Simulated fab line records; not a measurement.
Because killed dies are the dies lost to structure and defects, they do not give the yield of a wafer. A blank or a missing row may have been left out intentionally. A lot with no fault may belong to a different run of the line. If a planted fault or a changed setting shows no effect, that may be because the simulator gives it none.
Chamber matching	flow nand_harc	NHARC_P_M0_ETCH_34 on rie_diel-02: 4 sister chambers
The step etches the open film in N2/H2, target depth 40 nm, overetch 12 nm, time 43.94 s. 4 wafers are shown with their chamber, then 8 later ones without.

## WAFERS, EACH WITH ITS CHAMBER
wafer	chamber	showerhead_plenum_p_Torr (Torr)
L544.3	2	2.15
L544.4	1	1.88
L548.5	3	1.90
L548.6	0	1.88

## WAFERS WITHOUT THEIR CHAMBER
wafer	showerhead_plenum_p_Torr (Torr)
L551.1	2.14
L551.2	1.90
L551.3	2.21
L556.4	2.21
L556.5	1.89
L555.4	2.21
L557.4	1.87
L557.6	2.14

## WHICH CHAMBER EACH WENT THROUGH
wafer	from the rows above	in truth
L551.1	2	2
L551.2	can't be placed: 3 or 0 or 1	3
L551.3	2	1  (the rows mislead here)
L556.4	2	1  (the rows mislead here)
L556.5	can't be placed: 0 or 1 or 3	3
L555.4	2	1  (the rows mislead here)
L557.4	can't be placed: 0 or 1 or 3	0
L557.6	2	2
Placed correctly: 2 of 8. Unplaceable from these rows: 3, with the true chamber sitting among the candidates in 3. Number placed wrongly: 3.
How it was worked out, from the rows above alone: a wafer's distance from a chamber is the root of the sum, over the readings, of the square of ((its reading less the chamber's mean) divided by the reading's scatter). The wafer belongs to the nearest chamber; if the next one is less than 2 further off, it can't be placed. For every chamber, the mean is computed from those of its wafers that are shown. The scatter (one wafer shown for each chamber): square how far every hidden wafer sits from the nearest shown wafer, average those squares and take the square root.
